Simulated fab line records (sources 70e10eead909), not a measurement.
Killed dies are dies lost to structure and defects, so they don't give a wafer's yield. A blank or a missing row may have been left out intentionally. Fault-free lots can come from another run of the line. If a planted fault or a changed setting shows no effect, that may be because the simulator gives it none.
Which tool did it?	flow nandHarc	24 lots with 72 wafers sampled at 6 steps, on a route of 1159 steps

WHAT THE GAUGES READ, wafer by wafer
NHARC_P_M2_THK_MEAS_24: measures by xrf. Usual: thkNm reads 144.7 nm (standard deviation 1.5).
lot	measured	on	thkNm (nm)	flag
L075	day 6 02:20	filmMetro-01	147.8 145.1 144.0	
L074	day 6 13:19	filmMetro-01	145.5 144.4 145.5	
L077	day 7 01:10	filmMetro-02	144.2 145.4 146.4	
L076	day 7 01:49	filmMetro-02	143.0 146.1 142.6	
L078	day 7 06:19	filmMetro-02	146.6 145.4 144.1	
L079	day 7 18:59	filmMetro-02	145.2 144.7 144.2	
L080	day 7 20:54	filmMetro-01	146.7 144.1 143.1	
L082	day 8 08:29	filmMetro-02	145.3 145.2 146.2	
L081	day 8 13:16	filmMetro-01	144.3 143.7 145.5	
L083	day 8 14:10	filmMetro-01	144.7 144.2 144.6	
L084	day 8 23:47	filmMetro-01	144.1 144.9 144.0	
L085	day 9 13:39	filmMetro-02	143.1 144.5 143.6	
L086	day 9 14:01	filmMetro-02	144.7 145.0 148.3	
L087	day 9 14:27	filmMetro-01	143.2 144.2 145.0	
L088	day 10 03:32	filmMetro-01	146.9 143.7 143.0	
L089	day 10 04:50	filmMetro-01	144.9 144.3 146.5	
L090	day 10 10:50	filmMetro-01	145.7 144.3 143.0	
L091	day 10 11:29	filmMetro-01	144.7 145.3 147.5	
L092	day 10 18:40	filmMetro-02	140.3 145.8 143.6	
L093	day 10 22:19	filmMetro-02	144.3 146.0 146.5	
L095	day 11 10:25	filmMetro-02	145.0 145.2 143.4	
L094	day 11 11:55	filmMetro-02	144.3 143.6 147.4	
L097	day 11 21:45	filmMetro-02	147.1 146.0 146.9	
L096	day 12 00:32	filmMetro-01	145.6 146.5 143.2	

NHARC_P_M2_INSPECT_27. Usual: rawDefectCount reads 292 (standard deviation 110).
lot	measured	on	rawDefectCount	flag
L075	day 6 02:30	defectInspect-02	179 236 255	
L074	day 6 13:28	defectInspect-01	311 349 165	
L077	day 7 01:19	defectInspect-02	364 602 385	
L076	day 7 01:58	defectInspect-02	210 253 319	
L078	day 7 06:29	defectInspect-02	492 327 283	
L079	day 7 19:08	defectInspect-02	238 289 290	
L080	day 7 21:04	defectInspect-01	269 754 195	
L082	day 8 08:40	defectInspect-02	485 196 161	
L081	day 8 13:25	defectInspect-01	281 195 280	
L083	day 8 14:19	defectInspect-01	352 359 418	
L084	day 8 23:56	defectInspect-01	287 142 207	
L085	day 9 13:50	defectInspect-01	270 212 217	
L086	day 9 14:10	defectInspect-01	192 277 256	
L087	day 9 14:37	defectInspect-02	191 195 278	
L088	day 10 03:41	defectInspect-01	184 241 156	
L089	day 10 05:00	defectInspect-02	429 317 320	
L090	day 10 11:01	defectInspect-02	211 172 235	
L091	day 10 11:40	defectInspect-01	203 245 173	
L092	day 10 18:50	defectInspect-01	460 296 304	
L093	day 10 22:30	defectInspect-01	379 494 620	
L095	day 11 10:34	defectInspect-02	146 355 280	
L094	day 11 12:05	defectInspect-01	261 298 339	
L097	day 11 21:55	defectInspect-02	251 247 327	
L096	day 12 00:41	defectInspect-01	151 216 194	

NHARC_A_SOURCE_PLATE_INSPECT_08. Usual: rawDefectCount reads 56 (standard deviation 24).
lot	measured	on	rawDefectCount	flag
L075	day 7 07:17	defectInspect-01	78 48 37	
L074	day 7 16:47	defectInspect-02	49 58 62	
L077	day 8 05:05	defectInspect-01	59 54 35	
L076	day 8 05:05	defectInspect-02	36 35 54	
L078	day 8 14:38	defectInspect-02	46 70 18	
L079	day 9 02:08	defectInspect-01	31 39 40	
L080	day 9 02:08	defectInspect-02	34 53 41	
L082	day 9 16:17	defectInspect-01	56 98 37	
L081	day 9 16:15	defectInspect-02	40 39 30	
L083	day 9 16:14	defectInspect-01	19 25 42	
L084	day 10 09:43	defectInspect-01	41 98 56	
L085	day 10 17:35	defectInspect-02	45 36 51	
L086	day 10 17:35	defectInspect-01	86 89 51	
L087	day 10 17:37	defectInspect-01	42 63 52	
L088	day 11 07:58	defectInspect-02	74 66 35	
L089	day 11 07:57	defectInspect-01	32 26 26	
L090	day 11 15:27	defectInspect-02	52 27 56	
L091	day 11 15:27	defectInspect-01	28 96 73	
L092	day 11 23:25	defectInspect-01	49 25 50	
L093	day 12 03:00	defectInspect-02	60 60 30	
L095	day 12 14:59	defectInspect-01	68 62 39	
L094	day 12 14:58	defectInspect-02	45 53 50	
L097	day 13 02:06	defectInspect-01	32 61 62	
L096	day 13 02:06	defectInspect-02	106 35 49	

EACH LOT AND THE TOOL THAT RAN IT (in order: tool; ch and the chambers of the sampled wafers; start)
lot	NHARC_P_BONDPAD_ETCH_12	NHARC_P_BONDPAD_PVD_17	NHARC_A_ZERO_WELL_RTA_16
L075	rieDiel-06 ch 0,1,2, day 6 09:43 or earlier	pvdSputter-01, day 6 09:43 or earlier	rtpAnneal-01 ch 0, day 6 09:43
L074	rieDiel-01 ch 1,2, day 6 20:56 or earlier	pvdSputter-01, day 6 20:56 or earlier	rtpAnneal-02 ch 0, day 6 20:56
L077	rieDiel-01 ch 1,2, day 7 08:33 or earlier	pvdSputter-02, day 7 08:33 or earlier	rtpAnneal-02 ch 0, day 7 08:33
L076	rieDiel-01 ch 0,3, day 7 09:05 or earlier	pvdSputter-03, day 7 09:05 or earlier	rtpAnneal-01 ch 0, day 7 09:05
L078	rieDiel-06 ch 0,1,3, day 7 14:00 or earlier	pvdSputter-02, day 7 14:00 or earlier	rtpAnneal-02 ch 0, day 7 14:00
L079	rieDiel-02 ch 0,2,3, day 8 02:41 or earlier	pvdSputter-02, day 8 02:41 or earlier	rtpAnneal-02 ch 0, day 8 02:41
L080	rieDiel-02 ch 0,1,2, day 8 04:27 or earlier	pvdSputter-03, day 8 04:27 or earlier	rtpAnneal-01 ch 0, day 8 04:27
L082	rieDiel-06 ch 0,2,3, day 8 15:49 or earlier	pvdSputter-02, day 8 15:49 or earlier	rtpAnneal-01 ch 0, day 8 15:49
L081	rieDiel-02 ch 1,2,3, day 8 20:38 or earlier	pvdSputter-01, day 8 20:38 or earlier	rtpAnneal-02 ch 0, day 8 20:38
L083	rieDiel-06 ch 0,3, day 8 21:23 or earlier	pvdSputter-02, day 8 21:23 or earlier	rtpAnneal-01 ch 0, day 8 21:23
L084	rieDiel-06 ch 1,2, day 9 07:28 or earlier	pvdSputter-03, day 9 07:28 or earlier	rtpAnneal-02 ch 0, day 9 07:28
L085	rieDiel-06 ch 2,3, day 9 21:05 or earlier	pvdSputter-02, day 9 21:05 or earlier	rtpAnneal-01 ch 0, day 9 21:05
L086	rieDiel-06 ch 1,2, day 9 21:26 or earlier	pvdSputter-02, day 9 21:26 or earlier	rtpAnneal-02 ch 0, day 9 21:26
L087	rieDiel-06 ch 1,2,3, day 9 21:47 or earlier	pvdSputter-03, day 9 21:47 or earlier	rtpAnneal-01 ch 0, day 9 21:47
L088	rieDiel-06 ch 1,2,3, day 10 10:56 or earlier	pvdSputter-03, day 10 10:56 or earlier	rtpAnneal-01 ch 0, day 10 10:56
L089	rieDiel-06 ch 1,2, day 10 12:23 or earlier	pvdSputter-03, day 10 12:23 or earlier	rtpAnneal-01 ch 0, day 10 12:23
L090	rieDiel-06 ch 0,2, day 10 18:07 or earlier	pvdSputter-02, day 10 18:07 or earlier	rtpAnneal-02 ch 0, day 10 18:07
L091	rieDiel-01 ch 0,1, day 10 19:07 or earlier	pvdSputter-01, day 10 19:07 or earlier	rtpAnneal-02 ch 0, day 10 19:07
L092	rieDiel-06 ch 1,2,3, day 11 02:17 or earlier	pvdSputter-02, day 11 02:17 or earlier	rtpAnneal-02 ch 0, day 11 02:17
L093	rieDiel-06 ch 0,1,2, day 11 05:46 or earlier	pvdSputter-02, day 11 05:46 or earlier	rtpAnneal-01 ch 0, day 11 05:46
L095	rieDiel-06 ch 0,1,3, day 11 17:59 or earlier	pvdSputter-01, day 11 17:59 or earlier	rtpAnneal-02 ch 0, day 11 17:59
L094	rieDiel-06 ch 0,1,3, day 11 19:33 or earlier	pvdSputter-01, day 11 19:33 or earlier	rtpAnneal-01 ch 0, day 11 19:33
L097	rieDiel-06 ch 0,1, day 12 05:27 or earlier	pvdSputter-03, day 12 05:27 or earlier	rtpAnneal-01 ch 0, day 12 05:27
L096	rieDiel-02 ch 1,2,3, day 12 08:04 or earlier	pvdSputter-01, day 12 08:04 or earlier	rtpAnneal-02 ch 0, day 12 08:04
- NHARC_P_BONDPAD_ETCH_12: etches the open film in CHF3/O2, target depth 200 nm, time 100 s.
- NHARC_P_BONDPAD_PVD_17: deposits TaN, target thk 5 nm, time 8.06 s.
- NHARC_A_ZERO_WELL_RTA_16: time 10 s.

AS READ BY THE TOOLS THEMSELVES (means over the sampled wafers that have a number; for cases with no such wafer, the mark the record gives instead)
NHARC_P_BONDPAD_ETCH_12. Usual: chamberPressureMTorr 25.001 mTorr, standard deviation 0.022; drypumpMotorCurrentA 5.7 A, standard deviation 0.63; mfcArSccm 200.0 sccm, standard deviation 0.63; oesProductAu 0.946 a.u., standard deviation 0.024; rfVppV 370.6 V, standard deviation 2.9; showerheadPlenumPTorr 2.40 Torr, standard deviation 0.13; throttleValvePct 20.573 %, standard deviation 0.0089.
lot	tool	chamberPressureMTorr (mTorr)	drypumpMotorCurrentA (A)	mfcArSccm (sccm)	oesProductAu (a.u.)	rfVppV (V)	showerheadPlenumPTorr (Torr)	throttleValvePct (%)	flag
L075	rieDiel-06	25.010	5.8	200.1	0.933	372.6	2.46	20.575	
L074	rieDiel-01	25.014	5.9	199.9	0.941	370.1	2.39	20.571	
L077	rieDiel-01	25.009	5.8	199.9	0.996	372.9	2.51	20.562	
L076	rieDiel-01	25.007	5.3	199.8	0.963	369.7	2.35	20.572	
L078	rieDiel-06	24.996	5.5	200.4	0.919	370.3	2.40	20.572	
L079	rieDiel-02	25.004	5.7	200.0	0.937	367.7	2.26	20.568	
L080	rieDiel-02	24.957	6.1	200.2	0.929	368.1	2.27	20.577	
L082	rieDiel-06	25.008	5.3	199.5	0.974	372.6	2.50	20.571	
L081	rieDiel-02	24.992	5.8	199.6	0.962	368.3	2.27	20.579	
L083	rieDiel-06	25.011	5.0	200.0	0.956	371.3	2.44	20.578	
L084	rieDiel-06	25.002	6.1	200.4	0.948	371.7	2.45	20.571	
L085	rieDiel-06	25.003	5.7	199.8	0.971	372.1	2.49	20.565	
L086	rieDiel-06	25.012	6.2	200.0	0.921	370.4	2.45	20.573	
L087	rieDiel-06	25.017	5.9	200.1	0.917	371.2	2.39	20.576	
L088	rieDiel-06	24.967	5.9	200.1	0.919	370.8	2.39	20.566	
L089	rieDiel-06	25.026	6.4	200.8	0.956	369.4	2.36	20.573	
L090	rieDiel-06	25.005	5.3	200.3	0.927	374.0	2.55	20.577	
L091	rieDiel-01	25.010	5.6	200.3	0.926	373.6	2.51	20.578	
L092	rieDiel-06	24.986	5.9	199.3	0.959	370.4	2.39	20.574	
L093	rieDiel-06	24.998	5.8	199.6	0.922	371.7	2.45	20.574	
L095	rieDiel-06	24.999	5.5	200.0	0.966	370.7	2.39	20.574	
L094	rieDiel-06	24.988	5.5	199.4	0.957	370.3	2.39	20.570	
L097	rieDiel-06	24.992	6.0	199.7	0.950	369.3	2.36	20.571	
L096	rieDiel-02	25.004	5.8	200.2	0.944	367.7	2.26	20.579	

NHARC_P_BONDPAD_PVD_17. Usual: throttleValvePct reads 30.4 % (standard deviation 0.76).
lot	tool	throttleValvePct (%)	flag
L075	pvdSputter-01	30.5	
L074	pvdSputter-01	30.7	
L077	pvdSputter-02	30.0	
L076	pvdSputter-03	30.1	
L078	pvdSputter-02	30.2	
L079	pvdSputter-02	30.0	
L080	pvdSputter-03	30.1	
L082	pvdSputter-02	30.1	
L081	pvdSputter-01	31.8	
L083	pvdSputter-02	29.9	
L084	pvdSputter-03	30.0	
L085	pvdSputter-02	30.0	
L086	pvdSputter-02	30.0	
L087	pvdSputter-03	30.3	
L088	pvdSputter-03	30.1	
L089	pvdSputter-03	29.9	
L090	pvdSputter-02	30.3	
L091	pvdSputter-01	31.8	
L092	pvdSputter-02	29.8	
L093	pvdSputter-02	30.3	
L095	pvdSputter-01	31.5	
L094	pvdSputter-01	31.6	
L097	pvdSputter-03	30.0	
L096	pvdSputter-01	31.4	

NHARC_A_ZERO_WELL_RTA_16. Usual: annealTempCMax 1005.7, standard deviation 1.4; lampPowerPct 32.97 %, standard deviation 0.12; wafer_temp_C_max 1004.8, standard deviation 1.1.
lot	tool	annealTempCMax	lampPowerPct (%)	wafer_temp_C_max	flag
L075	rtpAnneal-01	1004.3	32.85	1005.9	
L074	rtpAnneal-02	1006.8	33.06	1003.7	
L077	rtpAnneal-02	1006.2	33.09	1003.9	
L076	rtpAnneal-01	1004.6	32.84	1005.6	
L078	rtpAnneal-02	1006.7	33.08	1004.0	
L079	rtpAnneal-02	1006.8	33.10	1004.6	
L080	rtpAnneal-01	1005.1	32.83	1004.3	
L082	rtpAnneal-01	1003.9	32.81	1004.4	
L081	rtpAnneal-02	1005.6	33.11	1004.2	
L083	rtpAnneal-01	1004.6	32.87	1005.5	
L084	rtpAnneal-02	1007.7	33.12	1004.0	
L085	rtpAnneal-01	1004.8	32.87	1004.8	
L086	rtpAnneal-02	1007.0	33.07	1004.0	
L087	rtpAnneal-01	1004.7	32.85	1005.8	
L088	rtpAnneal-01	1004.4	32.90	1005.3	
L089	rtpAnneal-01	1004.7	32.81	1005.6	
L090	rtpAnneal-02	1006.3	33.09	1003.1	
L091	rtpAnneal-02	1007.4	33.10	1003.4	
L092	rtpAnneal-02	1006.6	33.11	1004.7	
L093	rtpAnneal-01	1004.9	32.86	1005.2	
L095	rtpAnneal-02	1007.5	33.11	1003.3	
L094	rtpAnneal-01	1005.5	32.87	1006.4	
L097	rtpAnneal-01	1004.1	32.82	1004.8	
L096	rtpAnneal-02	1006.8	33.10	1004.1	

THE ANSWER, worked out from the rows above alone
Rule: a lot counts as off when the mean over its wafers that have a number is more than 3 standard deviations away from the usual mean. A lot without any number at a reading at which 4 lots or more have one is off too. The other lots that the step has rows for count as sound. After the gauges, taken in route order, come the tools' own readings; for these a lot's mean is taken, as printed above. The first step at which some lot is off is used, and at that step the reading that is off furthest; a lot without a number counts as furthest.
Across all readings shown, no lot is off: no conclusion can be drawn from this.

WHAT THE SIMULATOR HAD PUT IN
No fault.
